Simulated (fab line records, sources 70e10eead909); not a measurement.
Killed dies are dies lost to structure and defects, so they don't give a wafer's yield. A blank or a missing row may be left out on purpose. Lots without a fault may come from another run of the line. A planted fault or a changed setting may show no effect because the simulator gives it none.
Chamber matching | flow nand_harc | NHARC_A_BONDPAD_CMP_29 on cmp-04: 4 sister chambers
The step polishes SiCN, target thk 200 nm. 8 wafers are shown with their chamber, then 9 later ones without.

WAFERS WITH THEIR CHAMBER
wafer  | chamber | motor_current_A (A)
L082.4 | 3       | 11.4
L082.5 | 0       | 11.3
L083.1 | 0       | 10.9
L083.4 | 2       | 13.4
L083.6 | 1       | 11.5
L088.1 | 2       | 13.5
L088.3 | 1       | 12.2
L088.4 | 3       | 11.4

WAFERS WITHOUT THEIR CHAMBER
wafer  | motor_current_A (A)
L085.1 | 11.0
L085.3 | 12.3
L085.6 | 12.3
L087.2 | 14.4
L087.3 | 11.0
L087.4 | 12.2
L093.1 | 11.4
L093.3 | 12.2
L093.4 | 13.8

WHICH CHAMBER EACH WENT THROUGH
wafer  | from the rows above          | in truth
L085.1 | can't be placed: 0 or 3      | 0
L085.3 | can't be placed: 1 or 3      | 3
L085.6 | can't be placed: 1 or 3      | 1
L087.2 | 2                            | 2
L087.3 | can't be placed: 0 or 3      | 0
L087.4 | can't be placed: 1 or 3      | 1
L093.1 | can't be placed: 3 or 0 or 1 | 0
L093.3 | can't be placed: 1 or 3      | 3
L093.4 | 2                            | 2
Placed correctly: 2 of 9. Can't be placed from these rows: 7 (the true chamber is among the candidates in 7). Placed wrongly: 0.
How it was worked out, from the rows above alone: a wafer's distance from a chamber is the root of the sum, over the readings, of the square of ((its reading less the chamber's mean) divided by the reading's scatter). The wafer belongs to the nearest chamber; if the next one is less than 2 further off, it can't be placed. A chamber's mean is the mean of its shown wafers. The scatter: the root of (the sum of the squares of (reading less its chamber's mean) over the shown wafers, divided by (wafers less chambers)).
